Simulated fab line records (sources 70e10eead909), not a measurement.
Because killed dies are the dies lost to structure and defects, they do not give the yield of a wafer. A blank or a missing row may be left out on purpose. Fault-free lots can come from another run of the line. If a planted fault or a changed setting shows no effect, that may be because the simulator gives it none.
Which tool is to blame? ; flow nand-harc ; 13 lots, 39 wafers sampled, at 4 steps of a route of 1302

WHAT THE GAUGES READ, wafer by wafer
NHARC_A_ONON_D1_THK_MEAS_24: measures by ellipsometry.
lot;measured;on;thk-nm (nm)
L851;day 8 20:12;film-metro-02;1007 1007 1006
L852;day 9 10:46;film-metro-02;1019 1021 1021
L853;day 9 10:47;film-metro-01;1001 1001 1001
L854;day 10 05:30;film-metro-01;996 997 996
L860;day 12 16:56;film-metro-01;981 979 979
L864;day 14 11:52;film-metro-01;999 998 1001
L865;day 14 21:08;film-metro-01;1009 1008 1007
L866;day 15 14:15;film-metro-01;992 991 992
L867;day 15 14:13;film-metro-02;1002 1002 1002
L868;day 16 07:22;film-metro-01;996 996 995
L869;day 16 19:15;film-metro-01;1001 1002 1000
L871;day 17 19:16;film-metro-02;1012 1013 1014
L872;day 17 19:15;film-metro-01;1003 1003 1001

EACH LOT AND THE TOOL THAT RAN IT (in order: tool; ch and the chambers of the sampled wafers; start)
lot;NHARC_P_BONDPAD_ETCH_12;NHARC_P_BONDPAD_ACTIVATE_29;NHARC_A_ONON_D1_DEP_22
L851;rie-diel-06 ch 0,2,3, day 7 08:48 or earlier;rie-diel-06 ch 0,2, day 7 08:48;pecvd-onon-04 ch 0, day 8 19:41
L852;rie-diel-04 ch 2,3, day 8 00:19 or earlier;rie-diel-04 ch 1,2,3, day 8 00:19;pecvd-onon-03 ch 0, day 9 10:16
L853;rie-diel-02 ch 1,2,3, day 8 01:17 or earlier;rie-diel-02 ch 0,1, day 8 01:17;pecvd-onon-01 ch 0, day 9 10:16
L854;rie-diel-06 ch 0,2, day 8 13:37 or earlier;rie-diel-02 ch 0,2,3, day 8 13:37;pecvd-onon-04 ch 0, day 10 04:59
L860;rie-diel-04 ch 0,2,3, day 11 02:32 or earlier;rie-diel-04 ch 0,1, day 11 02:32;pecvd-onon-04 ch 0, day 12 16:36
L864;rie-diel-02 ch 0,2,3, day 12 22:32 or earlier;rie-diel-04 ch 0,2,3, day 12 22:32;pecvd-onon-03 ch 0, day 14 11:24
L865;rie-diel-06 ch 0,1,3, day 13 08:34 or earlier;rie-diel-04 ch 0,2,3, day 13 08:34;pecvd-onon-03 ch 0, day 14 20:36
L866;rie-diel-02 ch 0,3, day 13 23:41 or earlier;rie-diel-04 ch 0,1, day 13 23:41;pecvd-onon-01 ch 0, day 15 13:50
L867;rie-diel-04 ch 0,2,3, day 14 00:32 or earlier;rie-diel-02 ch 0,1,3, day 14 00:32;pecvd-onon-03 ch 0, day 15 13:42
L868;rie-diel-04 ch 0,1,2, day 14 17:26 or earlier;rie-diel-02 ch 0,1,3, day 14 17:26;pecvd-onon-04 ch 0, day 16 07:01
L869;rie-diel-06 ch 0,3, day 15 04:52 or earlier;rie-diel-06 ch 0,1,2, day 15 04:52;pecvd-onon-04 ch 0, day 16 18:48
L871;rie-diel-02 ch 2,3, day 15 21:43 or earlier;rie-diel-06 ch 0,1,3, day 15 21:43;pecvd-onon-01 ch 0, day 17 18:45
L872;rie-diel-06 ch 0,1,2, day 16 08:52 or earlier;rie-diel-04 ch 0,1,3, day 16 08:52;pecvd-onon-03 ch 0, day 17 18:44
- NHARC_P_BONDPAD_ETCH_12: etches the open film in CHF3/O2, target depth 200 nm, time 100 s.
- NHARC_P_BONDPAD_ACTIVATE_29: chemistry N2, time 60 s.
- NHARC_A_ONON_D1_DEP_22: target thk 1000 nm.

AS READ BY THE TOOLS THEMSELVES (means over the sampled wafers that have a number; for cases with no such wafer, the mark the record gives instead)
NHARC_P_BONDPAD_ETCH_12.
lot;tool;drypump-motor-current-A (A);oes-product-au (a.u.);rf-vpp-V (V);showerhead-plenum-p-Torr (Torr);throttle-valve-pct (%)
L851;rie-diel-06;5.73;0.972;367.8;2.27;20.574
L852;rie-diel-04;5.47;0.915;371.3;2.44;20.565
L853;rie-diel-02;5.81;0.922;368.7;2.31;20.569
L854;rie-diel-06;5.86;0.927;368.1;2.27;20.576
L860;rie-diel-04;5.62;0.924;370.6;2.41;20.572
L864;rie-diel-02;5.83;0.922;368.3;2.32;20.573
L865;rie-diel-06;5.70;0.930;366.6;2.26;20.572
L866;rie-diel-02;5.71;0.970;369.6;2.34;20.565
L867;rie-diel-04;5.63;0.922;371.1;2.41;20.574
L868;rie-diel-04;5.48;0.966;368.7;2.34;20.579
L869;rie-diel-06;5.75;0.981;367.9;2.27;20.566
L871;rie-diel-02;5.79;0.961;368.1;2.30;20.574
L872;rie-diel-06;5.82;0.930;368.8;2.27;20.569

NHARC_P_BONDPAD_ACTIVATE_29.
lot;tool;drypump-motor-current-A (A);oes-product-au (a.u.);rf-vpp-V (V);showerhead-plenum-p-Torr (Torr)
L851;rie-diel-06;5.84;1.000;63.4;1.67
L852;rie-diel-04;5.59;0.992;63.0;1.79
L853;rie-diel-02;5.68;0.996;63.3;1.73
L854;rie-diel-02;5.86;1.002;64.0;1.70
L860;rie-diel-04;5.65;1.011;63.3;1.69
L864;rie-diel-04;5.64;1.010;64.5;1.77
L865;rie-diel-04;5.64;1.011;64.3;1.77
L866;rie-diel-04;5.60;1.001;63.8;1.71
L867;rie-diel-02;5.67;1.006;63.6;1.72
L868;rie-diel-02;5.64;0.996;64.7;1.72
L869;rie-diel-06;5.82;1.010;63.4;1.66
L871;rie-diel-06;5.71;1.000;63.7;1.66
L872;rie-diel-04;5.76;0.998;64.4;1.77

NHARC_A_ONON_D1_DEP_22.
lot;tool;sih4-flow-sccm (sccm)
L851;pecvd-onon-04;209.7
L852;pecvd-onon-03;210.5
L853;pecvd-onon-01;210.2
L854;pecvd-onon-04;209.8
L860;pecvd-onon-04;210.7
L864;pecvd-onon-03;210.1
L865;pecvd-onon-03;208.8
L866;pecvd-onon-01;209.9
L867;pecvd-onon-03;210.4
L868;pecvd-onon-04;209.4
L869;pecvd-onon-04;210.2
L871;pecvd-onon-01;210.1
L872;pecvd-onon-03;210.1

THE ANSWER, worked out from the rows above alone
Rule: the usual values come from the lots themselves. Put in order of their means at a reading, lots are off if they are a third of the lots or fewer, leave a main group of 4 or more, and stand apart from it by a gap of 3 or more times the standard deviation of the main group's means; of several such gaps the widest counts. If all means in a main group match to the digits the tables above print for the reading, that group is not used. Also off: a lot with no number at a reading for which 4 or more lots have one. Where the step has rows for the other lots, those lots are counted as sound. Order of review: gauges by route order, followed by the tools' own readings, for which a lot's mean as printed above is used. At the first step where some lot is off, the reading lying furthest off is the one used; lots without a number count as furthest.
None of the lots is off at any reading shown; this tells nothing.

WHAT HAD BEEN PUT IN BY THE SIMULATOR
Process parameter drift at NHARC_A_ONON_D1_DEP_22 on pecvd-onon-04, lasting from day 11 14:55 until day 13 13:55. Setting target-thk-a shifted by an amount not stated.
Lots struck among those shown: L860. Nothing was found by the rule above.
